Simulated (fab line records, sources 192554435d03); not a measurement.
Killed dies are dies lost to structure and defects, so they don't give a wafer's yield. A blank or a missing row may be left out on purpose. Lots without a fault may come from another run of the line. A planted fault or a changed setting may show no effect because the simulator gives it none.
Chamber matching | flow n5_finfet | N5_FIN_SAQP_DESCUM_21 on rie_diel-05: 4 sister chambers
The step chemistry O2, time 7.9 s. 14 wafers are shown with their chamber, then 7 later ones without.

WAFERS WITH THEIR CHAMBER
wafer  | chamber | showerhead_plenum_p_Torr (Torr) | oes_product_au (a.u.) | throttle_valve_pct (%)
L074.2 | 3       | 2.08                            | 0.70                  | 20.49
L074.3 | 2       | 2.16                            | 0.71                  | 20.11
L074.4 | 0       | 1.98                            | 0.72                  | 20.71
L075.1 | 1       | 2.20                            | 0.80                  | 20.10
L075.4 | 0       | 1.98                            | 0.71                  | 20.71
L075.5 | 1       | 2.20                            | 0.80                  | 20.10
L077.2 | 1       | 2.20                            | 0.80                  | 20.11
L077.3 | 0       | 1.98                            | 0.72                  | 20.71
L077.4 | 3       | 2.08                            | 0.70                  | 20.50
L079.1 | 0       | 1.98                            | 0.71                  | 20.72
L079.4 | 2       | 2.15                            | 0.71                  | 20.14
L079.6 | 0       | 1.98                            | 0.71                  | 20.72
L082.1 | 2       | 2.15                            | 0.71                  | 20.14
L082.4 | 3       | 2.08                            | 0.70                  | 20.52

SIGNATURES (means of the wafers above)
reading                  | chamber 0 | chamber 1 | chamber 2 | chamber 3 | scatter within a chamber
showerhead_plenum_p_Torr | 1.9800    | 2.2000    | 2.1533    | 2.0800    | 0.00258
oes_product_au           | 0.7140    | 0.8000    | 0.7100    | 0.7000    | 0.00346
throttle_valve_pct       | 20.7140   | 20.1033   | 20.1300   | 20.5033   | 0.0112
Rule: a wafer's distance from a chamber is the root of the sum, over the readings, of the square of ((its reading less the chamber's mean) divided by the reading's scatter). The wafer belongs to the nearest chamber; if the next one is less than 2 further off, it can't be placed. The scatter: the root of (the sum of the squares of (reading less its chamber's mean) over the shown wafers, divided by (wafers less chambers)).

WAFERS WITHOUT THEIR CHAMBER
wafer  | showerhead_plenum_p_Torr (Torr) | oes_product_au (a.u.) | throttle_valve_pct (%)
L082.6 | 1.98                            | 0.70                  | 20.73
L088.2 | 1.97                            | 0.69                  | 20.76
L088.5 | 1.97                            | 0.70                  | 20.74
L088.6 | 2.19                            | 0.78                  | 20.14
L089.1 | 2.07                            | 0.68                  | 20.54
L089.4 | 2.19                            | 0.77                  | 20.15
L089.6 | 2.07                            | 0.68                  | 20.53

WHICH CHAMBER EACH WENT THROUGH
wafer  | from the rows above | in truth
L082.6 | 0                   | 0
L088.2 | 0                   | 0
L088.5 | 0                   | 0
L088.6 | 1                   | 1
L089.1 | 3                   | 3
L089.4 | 1                   | 1
L089.6 | 3                   | 3
Placed correctly: 7 of 7. Can't be placed from these rows: 0. Placed wrongly: 0.
